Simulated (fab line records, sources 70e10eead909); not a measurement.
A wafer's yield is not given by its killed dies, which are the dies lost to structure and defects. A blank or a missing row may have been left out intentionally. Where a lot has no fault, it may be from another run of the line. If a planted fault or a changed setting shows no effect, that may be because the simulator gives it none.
A struck lot beside a sound one -- flow nand_harc -- 15 steps out of a route of 1159
Sound: wafers L663.1, L663.2, L663.6. Wafers L670.2, L670.3, L670.4 were the ones struck. The cause is given at the end.
Per side, at each step with rows, come the tool, then ch with its chambers, and then its first start. Under that, the readings that differ: sound wafers -- struck wafers -- difference of the means -- sigmas: that difference in standard deviations of wafers without a fault.
alike: same words and numbers on both sides, and readings whose means sit less than 2 such deviations apart. not compared: any withheld reading, any reading some wafer has no value for, any bound like >300 that may hide the same value, and any number with overlapping values for which the record gives no deviation.
Wherever a step has rows on one side only, a row that says differs or no value, or a row with sigmas, the two part there. Numbers that don't overlap but have no deviation are shown without sigmas and don't part them. A reading missing from all wafers of one side parts the sides only when that side holds two or more wafers.

NHARC_A_M1_OVL_MEAS_10: pitch 240 nm.
  struck on overlay-01, day 20 20:03; sound on overlay-02, day 18 07:05
  alike: overlay_x_nm, overlay_y_nm
NHARC_A_M1_INSPECT_11:
  struck on defect_inspect-01, day 20 20:05; sound on defect_inspect-02, day 18 07:07
  alike: raw_defect_count
NHARC_A_M1_DESCUM_14: chemistry O2, time 3 s.
  sound on rie_diel-05 ch 0,1, day 18 07:11; struck on rie_diel-08 ch 0,2,3, day 20 20:10
  alike: drypump_motor_current_A, oes_product_au, rf_vpp_V, showerhead_plenum_p_Torr, throttle_valve_pct
  not compared: rf_hours_counter_h
NHARC_A_M1_ETCH_35: etches the open film in N2/H2, target depth 40 nm, overetch 12 nm, time 43.94 s.
  sound on rie_diel-05 ch 0,2,3, day 18 07:17; struck on rie_diel-08 ch 0,1,2, day 20 20:14
  alike: drypump_motor_current_A, oes_product_au, rf_vpp_V, showerhead_plenum_p_Torr, throttle_valve_pct
  not compared: rf_hours_counter_h
NHARC_A_M1_ETCH_15: etches the open film in C4F8/Ar, target depth 182.5 nm, time 91.2 s.
  sound on rie_diel-05 ch 0,1; struck on rie_diel-08 ch 0,1,2
  alike: oes_product_au, rf_vpp_V
  not compared: rf_hours_counter_h
NHARC_A_M1_CD_MEAS_16:
  struck on cd_sem-03, day 20 20:28; sound on cd_sem-02, day 18 07:29
  alike: cd_nm
then, 3 steps without rows for these wafers: NHARC_A_M1_STRIP_18 (strips in N2/H2); NHARC_A_M1_ETCH_28 (etches the open film in CF4/N2, target depth 30 nm, time 72.99 s); NHARC_A_M1_STRIP_19 (strips in post etch residue remover, time 600 s).
NHARC_A_M1_DEGAS_29: time 60 s.
  struck on pvd_sputter-02, day 20 21:11; sound on pvd_sputter-02, day 18 08:14
  alike: heater_power_w
NHARC_A_M1_PRE_CLEAN_30: time 30 s.
  sound on pvd_sputter-02; struck on pvd_sputter-02
  alike: heater_power_w
then, 1 step without rows for these wafers: NHARC_A_M1_PVD_20 (deposits TaN, target thk 5 nm, time 8.06 s).
NHARC_A_M1_PVD_21: deposits Cu, target thk 30 nm, time 20.49 s.
  struck on pvd_sputter-02, day 20 21:24; sound on pvd_sputter-02, day 18 08:28
  no value came back on the struck wafers for cathode_dc_power_W (W), chamber_pressure_pa (Pa), throttle_valve_pct (%); on the sound wafers cathode_dc_power_W (W) reads 4999.8 5000.3 5001.0
then, 1 step without rows for these wafers: NHARC_A_M1_ECD_22 (material Cu, target thk 400 nm).
-- jump in the record: it breaks off in module A_M1 and resumes in module END (first step shown: number 1159 of the route), and 2 days separate the struck wafers' starts before and after --
NHARC_END_SORT_01:
  only the struck wafers appear in the record here, on prober-02 ch 0 at day 22 21:40; the sound ones have no rows

## WHERE THEY PART
Earliest at NHARC_A_M1_PVD_21; latest, in this record, at NHARC_END_SORT_01.

WHY: the cause the simulator had injected
Whole step skipped at NHARC_A_M1_PVD_21 on pvd_sputter-02, starting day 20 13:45. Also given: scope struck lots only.
